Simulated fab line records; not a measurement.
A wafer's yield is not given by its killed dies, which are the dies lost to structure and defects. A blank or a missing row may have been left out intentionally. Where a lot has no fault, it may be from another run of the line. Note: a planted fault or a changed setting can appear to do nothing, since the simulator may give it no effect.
Matching of chambers | flow nandHarc | 4 sister chambers for NHARC_A_STAIRCASE_DESCUM_168 on rieDiel-05
The step chemistry O2, time 3 s. 4 wafers are shown with their chamber, then 7 later ones without.

WAFERS WITH THEIR CHAMBER
wafer  | chamber | drypumpMotorCurrentA (A)
L651.3 | 0       | 6.1
L655.6 | 3       | 4.9
L657.6 | 2       | 6.2
L660.5 | 1       | 4.8

WAFERS WITH NO CHAMBER GIVEN
wafer  | drypumpMotorCurrentA (A)
L660.6 | 6.2
L661.1 | 4.9
L661.3 | 6.2
L661.5 | 4.7
L668.1 | 6.1
L668.3 | 4.8
L668.6 | 6.1

WHICH CHAMBER EACH WENT THROUGH
wafer  | from the rows above | in truth
L660.6 | 2                   | 2
L661.1 | 3                   | 3
L661.3 | 2                   | 2
L661.5 | 1                   | 1
L668.1 | 0                   | 0
L668.3 | 1                   | 1
L668.6 | 0                   | 0
Correct placement for 7 of the 7. Can't be placed from these rows: 0. Number placed wrongly: 0.
How it was worked out, from the rows above alone: a wafer's distance from a chamber is the root of the sum, over the readings, of the square of ((its reading less the chamber's mean) divided by the reading's scatter). The wafer belongs to the nearest chamber; if the next one is less than 2 further off, it can't be placed. A chamber's mean is the mean of its shown wafers. The scatter (one wafer shown for each chamber): square how far every hidden wafer sits from the nearest shown wafer, average those squares and take the square root.
